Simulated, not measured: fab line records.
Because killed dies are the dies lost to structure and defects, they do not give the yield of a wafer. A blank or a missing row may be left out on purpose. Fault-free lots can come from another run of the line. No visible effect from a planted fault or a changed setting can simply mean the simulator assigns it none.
Which tool is to blame?    flow n5Finfet    22 lots with 66 wafers sampled at 5 steps, on a route of 1938 steps

== WHAT EACH GAUGE READ, for each wafer ==
N5_BEOL_M7_THK_MEAS_01.
lot   measured      on            M7_ILD_THK (nm)
L075  day 11 23:43  filmMetro-02  156.7 158.9 158.1
L076  day 12 03:54  filmMetro-02  153.9 157.4 155.7
L077  day 12 11:02  filmMetro-01  155.3 156.5 159.1
L078  day 12 17:58  filmMetro-01  152.2 155.3 157.8
L080  day 13 00:43  filmMetro-02  154.9 157.7 157.2
L081  day 13 06:40  filmMetro-02  152.1 153.1 155.0
L083  day 13 11:38  filmMetro-02  154.6 159.6 157.8
L082  day 13 11:26  filmMetro-01  154.4 157.6 157.4
L085  day 14 02:28  filmMetro-02  153.4 154.3 154.8
L092  day 14 04:07  filmMetro-02  156.7 154.0 157.4
L086  day 14 06:28  filmMetro-01  154.9 152.8 157.4
L088  day 14 20:59  filmMetro-01  154.7 153.8 153.9
L089  day 15 03:04  filmMetro-02  154.9 156.4 155.7
L087  day 15 02:06  filmMetro-02  158.7 159.8 159.1
L090  day 15 05:25  filmMetro-01  155.2 156.6 158.5
L091  day 15 09:54  filmMetro-01  154.0 154.5 157.6
L093  day 15 11:50  filmMetro-01  153.4 156.4 155.6
L079  day 16 13:05  filmMetro-01  153.6 154.4 155.6
L097  day 16 13:34  filmMetro-02  156.1 157.7 158.9
L096  day 16 18:43  filmMetro-01  153.4 156.2 154.6
L094  day 17 08:35  filmMetro-01  155.0 156.8 159.2
L095  day 17 13:53  filmMetro-01  151.7 156.8 157.1

== TOOL THAT RAN EACH LOT (tool first, then ch and the chambers of the sampled wafers, then the start) ==
lot   N5_BEOL_M6_ETCH_61                 N5_BEOL_M6_STRIP_19                N5_BEOL_M6_VIA_ETCH_34             N5_BEOL_M6_PRE_CLEAN_45
L075  rieDiel-02 ch 1,2, day 11 18:16    rieDiel-04 ch 2,3, day 11 18:37    rieDiel-04 ch 1,2, day 11 19:19    pvdSputter-03, day 11 20:26
L076  rieDiel-05 ch 0,1,2, day 11 23:29  rieDiel-05 ch 0,2,3, day 11 23:50  rieDiel-05 ch 1,3, day 12 00:43    pvdSputter-03, day 12 01:38
L077  rieDiel-05 ch 1,2, day 12 05:06    rieDiel-02 ch 0,1,2, day 12 05:28  rieDiel-05 ch 0,1,3, day 12 06:44  pvdSputter-02, day 12 07:45
L078  rieDiel-04 ch 0,1,2, day 12 11:11  rieDiel-04 ch 1,2, day 12 11:38    rieDiel-04 ch 0,1,2, day 12 14:23  pvdSputter-01, day 12 15:27
L080  rieDiel-05 ch 0,1,2, day 12 17:40  rieDiel-05 ch 0,2,3, day 12 18:23  rieDiel-04 ch 0,2, day 12 19:15    pvdSputter-02, day 12 22:32
L081  rieDiel-04 ch 1,2,3, day 12 23:25  rieDiel-04 ch 0,2,3, day 12 23:46  rieDiel-02 ch 0,1,3, day 13 02:59  pvdSputter-03, day 13 04:13
L083  rieDiel-02 ch 2,3, day 13 03:35    rieDiel-05 ch 0,1,2, day 13 04:01  rieDiel-05 ch 1,2, day 13 07:41    pvdSputter-03, day 13 08:40
L082  rieDiel-02 ch 1,2, day 13 04:13    rieDiel-05 ch 0,1, day 13 04:41    rieDiel-02 ch 0,2,3, day 13 07:38  pvdSputter-01, day 13 08:37
L085  rieDiel-04 ch 2,3, day 13 18:02    rieDiel-04 ch 0,2,3, day 13 18:24  rieDiel-02 ch 0,1, day 13 21:06    pvdSputter-03, day 13 21:55
L092  rieDiel-02 ch 0,1,2, day 13 21:34  rieDiel-05 ch 0,2,3, day 13 21:59  rieDiel-05 ch 1,2,3, day 14 00:08  pvdSputter-02, day 14 01:37
L086  rieDiel-05 ch 2,3, day 13 21:46    rieDiel-02 ch 0,2, day 13 22:19    rieDiel-02 ch 0,1,2, day 14 00:28  pvdSputter-01, day 14 02:13
L088  rieDiel-04 ch 0,3, day 14 15:54    rieDiel-05 ch 0,3, day 14 16:16    rieDiel-02 ch 0,2,3, day 14 17:29  pvdSputter-02, day 14 18:29
L089  rieDiel-02 ch 0,3, day 14 19:02    rieDiel-04 ch 0,1, day 14 19:26    rieDiel-05 ch 0,1,3, day 14 22:47  pvdSputter-01, day 14 23:52
L087  rieDiel-04 ch 1,2, day 14 21:11    rieDiel-05 ch 0,1,3, day 14 21:39  rieDiel-02 ch 0,1,2, day 14 22:28  pvdSputter-01, day 14 23:37
L090  rieDiel-05 ch 0,1,3, day 14 23:02  rieDiel-05 ch 0,1,3, day 14 23:23  rieDiel-02 ch 0,2, day 15 00:04    pvdSputter-01, day 15 00:56
L091  rieDiel-04 ch 0,1,2, day 15 04:52  rieDiel-05 ch 1,3, day 15 05:13    rieDiel-04 ch 1,2,3, day 15 06:07  pvdSputter-03, day 15 07:32
L093  rieDiel-05 ch 0,1,3, day 15 05:56  rieDiel-04 ch 1,2,3, day 15 06:20  rieDiel-05 ch 0,1,3, day 15 07:01  pvdSputter-03, day 15 07:50
L079  rieDiel-04 ch 0,1,3, day 16 04:25  rieDiel-02 ch 1,3, day 16 04:46    rieDiel-05 ch 1,3, day 16 09:33    pvdSputter-03, day 16 10:30
L097  rieDiel-05 ch 0,1,3, day 16 04:34  rieDiel-04 ch 0,1,3, day 16 04:56  rieDiel-04 ch 1,3, day 16 09:53    pvdSputter-02, day 16 10:51
L096  rieDiel-04 ch 0,3, day 16 12:02    rieDiel-04 ch 0,1,3, day 16 12:23  rieDiel-04 ch 0,3, day 16 13:43    pvdSputter-02, day 16 15:32
L094  rieDiel-04 ch 0,2,3, day 17 01:02  rieDiel-02 ch 0,1,3, day 17 01:32  rieDiel-05 ch 0,1,3, day 17 04:25  pvdSputter-02, day 17 05:21
L095  rieDiel-04 ch 0,1,2, day 17 05:16  rieDiel-02 ch 0,3, day 17 05:37    rieDiel-05 ch 1,3, day 17 07:40    pvdSputter-03, day 17 08:34
- N5_BEOL_M6_ETCH_61: etches SiARC in CF4, target depth 45.5 nm, time 75.8 s.
- N5_BEOL_M6_STRIP_19: strips in O2.
- N5_BEOL_M6_VIA_ETCH_34: etches SiCOH lowk in C4F6/O2, target depth 126.3 nm, time 50.9 s.
- N5_BEOL_M6_PRE_CLEAN_45: time 30 s.

== WHAT THE TOOLS THEMSELVES READ (means of the sampled wafers that have a number; where no wafer has one, the mark that the record gives instead) ==
N5_BEOL_M6_ETCH_61.
lot   tool        drypumpMotorCurrentA (A)  etchRfOnTimeS (s)  oesProductAu (a.u.)  rfVppV (V)  showerheadPlenumPTorr (Torr)  throttleValvePct (%)
L075  rieDiel-02  5.2                       76.0               0.61                 184.0       2.13                          15.88
L076  rieDiel-05  6.0                       74.9               0.64                 183.7       2.12                          15.54
L077  rieDiel-05  6.1                       75.3               0.67                 183.9       2.10                          15.43
L078  rieDiel-04  5.9                       75.6               0.67                 183.9       2.14                          15.51
L080  rieDiel-05  6.1                       75.4               0.64                 183.5       2.11                          15.55
L081  rieDiel-04  5.6                       75.1               0.69                 184.6       2.17                          15.59
L083  rieDiel-02  5.2                       75.6               0.67                 184.4       2.14                          15.75
L082  rieDiel-02  5.4                       74.6               0.60                 183.5       2.12                          15.86
L085  rieDiel-04  5.6                       74.5               0.75                 184.8       2.17                          15.52
L092  rieDiel-02  5.6                       76.2               0.62                 183.8       2.13                          15.79
L086  rieDiel-05  5.6                       75.5               0.60                 184.5       2.14                          15.62
L088  rieDiel-04  5.8                       75.1               0.78                 183.8       2.13                          15.27
L089  rieDiel-02  5.9                       75.8               0.73                 184.7       2.17                          15.46
L087  rieDiel-04  5.9                       75.5               0.67                 183.8       2.14                          15.56
L090  rieDiel-05  6.0                       75.7               0.63                 183.2       2.14                          15.62
L091  rieDiel-04  5.8                       75.3               0.72                 184.2       2.13                          15.39
L093  rieDiel-05  6.0                       75.7               0.62                 183.9       2.14                          15.62
L079  rieDiel-04  5.5                       74.9               0.77                 184.6       2.16                          15.30
L097  rieDiel-05  6.0                       76.9               0.61                 184.1       2.14                          15.65
L096  rieDiel-04  5.8                       74.6               0.75                 183.8       2.12                          15.30
L094  rieDiel-04  5.8                       74.7               0.77                 184.0       2.13                          15.32
L095  rieDiel-04  5.8                       73.5               0.78                 184.6       2.12                          15.25

N5_BEOL_M6_STRIP_19.
lot   tool        drypumpMotorCurrentA (A)  oesProductAu (a.u.)  rfVppV (V)  showerheadPlenumPTorr (Torr)  throttleValvePct (%)
L075  rieDiel-04  5.9                       0.70                 3.5         2.10                          16.80
L076  rieDiel-05  5.8                       0.72                 4.3         2.11                          16.67
L077  rieDiel-02  5.6                       0.74                 3.8         2.09                          16.82
L078  rieDiel-04  5.6                       0.69                 4.3         2.12                          16.72
L080  rieDiel-05  5.8                       0.71                 3.2         2.11                          16.69
L081  rieDiel-04  5.8                       0.88                 3.7         2.09                          16.48
L083  rieDiel-05  6.0                       0.75                 2.9         2.07                          16.60
L082  rieDiel-05  6.2                       0.78                 3.7         2.06                          16.54
L085  rieDiel-04  5.8                       0.86                 3.2         2.09                          16.49
L092  rieDiel-05  5.8                       0.70                 3.7         2.11                          16.71
L086  rieDiel-02  5.3                       0.73                 3.3         2.09                          16.91
L088  rieDiel-05  5.7                       0.71                 4.3         2.14                          16.75
L089  rieDiel-04  5.5                       0.93                 3.2         2.11                          16.25
L087  rieDiel-05  6.0                       0.73                 4.1         2.09                          16.65
L090  rieDiel-05  6.0                       0.74                 4.1         2.09                          16.66
L091  rieDiel-05  5.8                       0.73                 3.4         2.11                          16.62
L093  rieDiel-04  5.6                       0.84                 4.0         2.12                          16.50
L079  rieDiel-02  5.7                       0.75                 3.9         2.08                          16.73
L097  rieDiel-04  5.6                       0.90                 3.0         2.10                          16.33
L096  rieDiel-04  5.5                       0.88                 4.1         2.10                          16.35
L094  rieDiel-02  5.9                       0.77                 4.1         2.09                          16.69
L095  rieDiel-02  6.1                       0.79                 3.2         2.11                          16.65

N5_BEOL_M6_VIA_ETCH_34.
lot   tool        drypumpMotorCurrentA (A)  oes_o_777_au (a.u.)  oesProductAu (a.u.)  rfVppV (V)  showerheadPlenumPTorr (Torr)  throttleValvePct (%)
L075  rieDiel-04  5.6                       0.69                 0.69                 671         2.88                          20.90
L076  rieDiel-05  5.8                       0.75                 0.75                 668         2.88                          20.79
L077  rieDiel-05  6.0                       0.76                 0.75                 666         2.85                          20.82
L078  rieDiel-04  5.8                       0.78                 0.77                 669         2.84                          20.75
L080  rieDiel-04  6.1                       0.86                 0.86                 666         2.80                          20.60
L081  rieDiel-02  5.9                       0.80                 0.82                 671         2.86                          20.88
L083  rieDiel-05  5.9                       0.74                 0.73                 666         2.80                          20.75
L082  rieDiel-02  5.6                       0.80                 0.82                 671         2.86                          20.91
L085  rieDiel-02  6.0                       0.75                 0.76                 673         2.85                          20.94
L092  rieDiel-05  5.8                       0.74                 0.73                 666         2.83                          20.77
L086  rieDiel-02  5.6                       0.73                 0.72                 673         2.83                          21.07
L088  rieDiel-02  5.6                       0.78                 0.80                 671         2.86                          20.93
L089  rieDiel-05  6.0                       0.74                 0.73                 666         2.84                          20.85
L087  rieDiel-02  5.6                       0.72                 0.72                 672         2.83                          21.07
L090  rieDiel-02  5.3                       0.72                 0.72                 672         2.83                          21.11
L091  rieDiel-04  5.7                       0.85                 0.84                 664         2.87                          20.76
L093  rieDiel-05  6.0                       0.73                 0.74                 666         2.84                          20.86
L079  rieDiel-05  5.8                       0.72                 0.72                 667         2.86                          20.83
L097  rieDiel-04  5.3                       0.89                 0.90                 666         2.91                          20.64
L096  rieDiel-04  5.8                       0.87                 0.87                 661         2.82                          20.63
L094  rieDiel-05  6.0                       0.72                 0.71                 665         2.83                          20.89
L095  rieDiel-05  6.0                       0.74                 0.74                 667         2.81                          20.76

N5_BEOL_M6_PRE_CLEAN_45.
lot   tool           heaterPowerW (W)
L075  pvdSputter-03  339
L076  pvdSputter-03  340
L077  pvdSputter-02  331
L078  pvdSputter-01  334
L080  pvdSputter-02  320
L081  pvdSputter-03  338
L083  pvdSputter-03  323
L082  pvdSputter-01  360
L085  pvdSputter-03  317
L092  pvdSputter-02  340
L086  pvdSputter-01  352
L088  pvdSputter-02  329
L089  pvdSputter-01  343
L087  pvdSputter-01  317
L090  pvdSputter-01  375
L091  pvdSputter-03  337
L093  pvdSputter-03  335
L079  pvdSputter-03  364
L097  pvdSputter-02  336
L096  pvdSputter-02  332
L094  pvdSputter-02  338
L095  pvdSputter-03  353

== THE ANSWER, worked out from the rows above alone ==
Rule: what is usual is taken from the lots themselves. Put in order of their means at a reading, lots are off if they are a third of the lots or fewer, leave a main group of 4 or more, and stand apart from it by a gap of 3 or more times the standard deviation of the main group's means; of several such gaps the widest counts. A main group whose means are all the same, to the digits that the tables above print for the reading, isn't used. A lot without any number at a reading at which 4 lots or more have one is off too. All remaining lots with rows at the step are treated as sound. The gauges are gone through in route order, then the tools' own readings, and for those a lot's mean is taken as printed above. At the first step where some lot is off, the reading lying furthest off is the one used; lots without a number count as furthest.
Nothing can be told from this: no lot is off at any reading shown.

== WHAT HAD BEEN PUT IN BY THE SIMULATOR ==
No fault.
